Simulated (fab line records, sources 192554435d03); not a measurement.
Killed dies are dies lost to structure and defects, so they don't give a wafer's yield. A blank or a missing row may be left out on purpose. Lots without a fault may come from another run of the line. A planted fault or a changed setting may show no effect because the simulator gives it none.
Chamber matching | flow n5_finfet | N5_BEOL_M2_ETCH_77 on rie_diel-02: 4 sister chambers
The step etches underlayer in N2/H2, target depth 6.5 nm, time 5.2 s. 4 wafers are shown with their chamber, then 7 later ones without.

WAFERS WITH THEIR CHAMBER
wafer  | chamber | drypump_motor_current_A (A)
L075.5 | 1       | 4.9
L078.6 | 0       | 6.2
L092.2 | 3       | 4.8
L092.4 | 2       | 5.5

WAFERS WITHOUT THEIR CHAMBER
wafer  | drypump_motor_current_A (A)
L092.6 | 4.7
L096.1 | 4.9
L096.2 | 6.3
L096.5 | 5.5
L095.1 | 4.9
L095.4 | 6.2
L095.5 | 4.7

WHICH CHAMBER EACH WENT THROUGH
wafer  | from the rows above     | in truth
L092.6 | can't be placed: 3 or 1 | 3
L096.1 | can't be placed: 1 or 3 | 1
L096.2 | 0                       | 0
L096.5 | 2                       | 2
L095.1 | can't be placed: 1 or 3 | 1
L095.4 | 0                       | 0
L095.5 | can't be placed: 3 or 1 | 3
Placed correctly: 3 of 7. Can't be placed from these rows: 4 (the true chamber is among the candidates in 4). Placed wrongly: 0.
How it was worked out, from the rows above alone: a wafer's distance from a chamber is the root of the sum, over the readings, of the square of ((its reading less the chamber's mean) divided by the reading's scatter). The wafer belongs to the nearest chamber; if the next one is less than 2 further off, it can't be placed. A chamber's mean is the mean of its shown wafers. The scatter: with one shown wafer a chamber, the root of the mean of the squares of how far each hidden wafer lies from its nearest shown one.
